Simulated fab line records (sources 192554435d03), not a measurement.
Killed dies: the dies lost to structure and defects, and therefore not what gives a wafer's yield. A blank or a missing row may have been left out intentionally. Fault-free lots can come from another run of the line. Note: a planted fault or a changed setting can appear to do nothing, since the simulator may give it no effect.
A lot that was struck, set against a sound lot + flow n5 finfet + 16 out of 1938 route steps
Sound: these wafers, L789.1, L789.4, L789.6. Wafers struck: L804.1, L804.4, L804.6. The cause comes at the end.
At each step with rows: each side's tool, then ch and its chambers, then its first start. Under that, the readings that differ: sound wafers + struck wafers + difference of the means + sigmas: that difference in standard deviations of wafers without a fault.
alike: readings with means less than 2 such deviations apart, plus words and numbers identical on both sides. not compared: withheld readings, readings lacking a value on some wafer, bounds such as >300 that could conceal the same value, and numbers that have no deviation in the record and whose values overlap.
The two part at a step that has a row with sigmas, a row that says differs or no value, or rows on one side only. Non-overlapping numbers with no deviation appear without sigmas and do not part them. A reading missing from all wafers of one side parts the sides only when that side holds two or more wafers.

first, 3 steps without rows for these wafers: N5_DUMMY_GATE_STRIP_39 (strips in N2/H2); N5_DUMMY_GATE_TRIM_49 (chemistry O2, time 29 s, target cd 14 nm); N5_DUMMY_GATE_STRIP_40 (strips in CF4).
N5_DUMMY_GATE_CD_MEAS_50: the cd target is 14 nm.
  sound: cd sem-01 at day 3 16:01; struck: cd sem-01 at day 7 11:05
  alike: cd nm
N5_DUMMY_GATE_ETCH_31: etches SiO2 in C4F6/O2, target depth 82.5 nm, time 27.5 s.
  sound on rie diel-02 ch 0,2,3, day 3 16:04; struck on rie diel-05 ch 1,2,3, day 7 11:08
  alike: drypump motor current A, oes_o_777_au, oes product au, rf vpp V, showerhead plenum p Torr, throttle valve pct
  not compared: rf hours counter h
N5_DUMMY_GATE_STRIP_41: strips in O2.
  sound on rie diel-02 ch 0,2,3, day 3 16:06; struck on rie diel-05 ch 1,2,3, day 7 11:11
  alike: chamber pressure mTorr, drypump motor current A, oes product au, rf vpp V, showerhead plenum p Torr, throttle valve pct
  not compared: rf hours counter h
N5_DUMMY_GATE_HM_OPEN_21: chemistry CH3F/O2, target SiNx, target depth 120 nm, time 171.4 s.
  sound on rie diel-02 ch 0,2,3, day 3 16:08; struck on rie diel-05 ch 1,2,3, day 7 11:13
  alike: drypump motor current A, oes_o_777_au, oes product au, rf vpp V, showerhead plenum p Torr, throttle valve pct
  not compared: rf hours counter h
then, 2 steps without rows for these wafers: N5_DUMMY_GATE_ETCH_32 (etches SiO2 in CF4, target depth 3.5 nm, time 3.9 s); N5_DUMMY_GATE_ETCH_23 (etches poly-Si in HBr/Cl2/O2, target depth 41 nm, time 22.3 s).
N5_DUMMY_GATE_ETCH_44: etches poly-Si in HBr/O2, stops on SiO2, target depth 127.5 nm.
  sound on rie si-02 ch 0,1, day 3 16:23; struck on rie si-05 ch 1,2,3, day 7 11:28
  alike: drypump motor current A, oes product au, throttle valve pct
  not compared: rf hours counter h
N5_DUMMY_GATE_CD_MEAS_24: the cd target is 15 nm.
  sound: cd sem-02 at day 3 16:30; struck: cd sem-03 at day 7 11:35
  alike: cd nm
N5_DUMMY_GATE_ETCH_42: etches SiO2 in CHF3/O2, target depth 3.5 nm, time 31 s.
  sound on rie diel-02 ch 2,3, day 3 16:33; struck on rie diel-05 ch 0,2, day 7 11:38
  alike: drypump motor current A, oes_o_777_au, oes product au, rf vpp V, showerhead plenum p Torr, throttle valve pct
  not compared: rf hours counter h
N5_DUMMY_GATE_STRIP_48: strips in N2/H2, time 20 s.
  sound on rie diel-02 ch 2,3, day 3 16:36; struck on rie diel-05 ch 0,2, day 7 11:41
  no value came back on the struck wafers for any of 8 readings (bias power w (W), chamber pressure mTorr (mTorr) and others); on the sound wafers bias power w (W) reads 3.005 2.990 3.009
  not compared: rf hours counter h
then, 1 step without rows for these wafers: N5_DUMMY_GATE_PRECLEAN_33 (cleans in dHF, time 10 s).
-- record jumps: 8 days separate the struck wafers' starts on either side; left off in module DUMMY_GATE, taken up again in module BEOL_M4, whose first shown step is the route's number 1111 --
N5_BEOL_M4_RC_MEAS_101:
  sound on prober-01 ch 0, day 11 19:55; struck on prober-02 ch 0, day 15 19:31
  alike: DIBL_N, DIBL_P, IOFF_N, IOFF_P, ION_N, ION_P, SS_N, SS_P, VT_N, VT_P
-- a jump in the record: the struck wafers' starts before and after are 6 days apart (it breaks off in module BEOL_M4 and resumes in module PASSIVATION, where the first step shown is number 1936 of the route) --
N5_PASSIVATION_PROBE_49:
  sound: prober-02 at day 16 08:26; struck: prober-02 at day 21 11:31
  alike: defect limited yield, killed_at_M0_to_M3, killed_at_M4_up, killed at contacts, killed at front end, killed at other, killed dies, killed open, killed short, sort_bin_4_leakage, sort_bin_5_function, sort_bin_6_memory, sort n pass, sort yield pct

## WHERE THEY PART
N5_DUMMY_GATE_STRIP_48 only, going by this record. Later steps at which nothing parts them and some readings are alike: N5_BEOL_M4_RC_MEAS_101, N5_PASSIVATION_PROBE_49.

WHY: what the simulator had put in
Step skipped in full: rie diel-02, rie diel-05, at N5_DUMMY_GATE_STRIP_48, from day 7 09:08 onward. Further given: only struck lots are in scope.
